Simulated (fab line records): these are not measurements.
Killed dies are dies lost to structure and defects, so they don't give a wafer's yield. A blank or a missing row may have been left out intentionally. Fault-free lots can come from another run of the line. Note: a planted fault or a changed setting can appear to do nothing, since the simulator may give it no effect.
Lot-split experiment -- flow n5_finfet -- route with 1938 steps; 7 lots, 21 wafers read

THE SPLIT ITSELF
At N5_GATE_CUT_COAT_34 (time 60 s, resist thk 60 nm), the setting spin_rpm was moved away from the recipe's 1500 rpm on 5 of the 21 wafers read, by +3.9% to +7.7%. This setting was run at the recipe's value on the other wafers.

FROM THE SPLIT TO THE READING: what the file shows between them, 4 steps
- N5_GATE_CUT_COAT_35: time 60 s, resist thk 10 nm
- N5_GATE_CUT_COAT_27: time 60 s, resist thk 10 nm
- N5_GATE_CUT_ETCH_28: etches underlayer in N2/H2, target depth 13 nm, time 10.4 s
- N5_GATE_CUT_ETCH_36: etches SiARC in CF4, target depth 13 nm, time 21.7 s

THE READING
etch.depth_nm (the simulator's own value, which no gauge read), in nm, at N5_GATE_CUT_ETCH_37 (etches SOC in N2/H2, target depth 60 nm, overetch 12 nm, time 90 s). The file does not state a usual value for it. Average 59.85 nm, standard deviation 0.2 nm, over the 16 wafers here run with the recipe.

wafer,"tool, chamber at the split","spin_rpm as run, rpm",against the recipe,"etch.depth_nm, nm",against lot-mates on the recipe
L078.1,"litho_track-03, 0",1500,recipe,59.67,-
L078.2,"litho_track-03, 0",1500,recipe,59.66,-
L078.3,"litho_track-03, 0",1500,recipe,59.63,-
L081.1,"litho_track-03, 0",1616,+7.7%,57.36,-2.33
L081.3,"litho_track-03, 0",1616,+7.7%,57.46,-2.23
L081.6,"litho_track-03, 0",1500,recipe,59.69,-
L089.3,"litho_track-03, 0",1500,recipe,59.67,-
L089.5,"litho_track-03, 0",1500,recipe,59.66,-
L089.6,"litho_track-03, 0",1500,recipe,59.74,-
L090.1,"litho_track-05, 0",1500,recipe,60.01,-
L090.5,"litho_track-05, 0",1500,recipe,59.93,-
L090.6,"litho_track-05, 0",1500,recipe,59.87,-
L094.1,"litho_track-05, 0",1500,recipe,60.13,-
L094.2,"litho_track-05, 0",1500,recipe,60.14,-
L094.5,"litho_track-05, 0",1500,recipe,60.3,-
L096.1,"litho_track-03, 0",1500,recipe,59.69,-
L096.2,"litho_track-03, 0",1559,+3.9%,58.65,-1.09
L096.4,"litho_track-03, 0",1500,recipe,59.8,-
L097.1,"litho_track-03, 0",1566,+4.4%,58.73,-1.26
L097.2,"litho_track-03, 0",1566,+4.4%,58.86,-1.13
L097.3,"litho_track-03, 0",1500,recipe,59.99,-

THE FIT
A straight line over all 21 wafers: etch.depth_nm changes by -0.3 nm for each +1% of spin_rpm; r = -0.97; the points scatter about the line by 0.21 nm.
The same after taking each lot's own level away (the mean of its wafers on the recipe; 21 wafers): -0.289 nm for each +1%; r = -1.00; scatter 0.06 nm.
That fit puts the effect of the largest move of spin_rpm on the reading at 2.2 nm.
Measured against the standard deviation above, the lots' own levels, which go from 59.653 to 60.190 nm, span 2.6 times it.
Hence the lot-to-lot level has little effect on the slope; both slopes agree.
Check: for one of the wafers moved furthest among these (+7.7%), held out of the fit, the line's prediction against its lot-mates is -2.18 nm. It came out at -2.33 nm against them.

THESE WAFERS: OTHER SPLITS
Other splits were also applied to these wafers ahead of the reading. Each is held against what the fit with the lots' levels taken away leaves over:
other split on the same wafers,wafers away from the commonest value,r with etch.depth_nm (lot level and that fit taken away)
N5_SDB_COAT_05 spin_rpm,2,-0.20
N5_HKMG_FIN_PEB_10 peb_time_s,8,+0.30

THE WHOLE CHAIN: every reading that the file lists as answering this split, in the file's order
step,what it does,reading,change (the file's fit),r (the file's)
N5_GATE_CUT_COAT_34,"time 60 s, resist thk 60 nm","SOC_of_GATE_CUT_COAT_34.thk_nm (the simulator's own value, which no gauge read)",-0.281 nm for each +1% of the setting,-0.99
N5_GATE_CUT_ETCH_37,"etches SOC in N2/H2, target depth 60 nm, overetch 12 nm, time 90 s","etch.depth_nm (the simulator's own value, which no gauge read)",-0.287 nm for each +1% of the setting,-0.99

THE FILE'S OWN FIT
etch.depth_nm changes by -0.287 nm for each +1% of spin_rpm, r = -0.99.
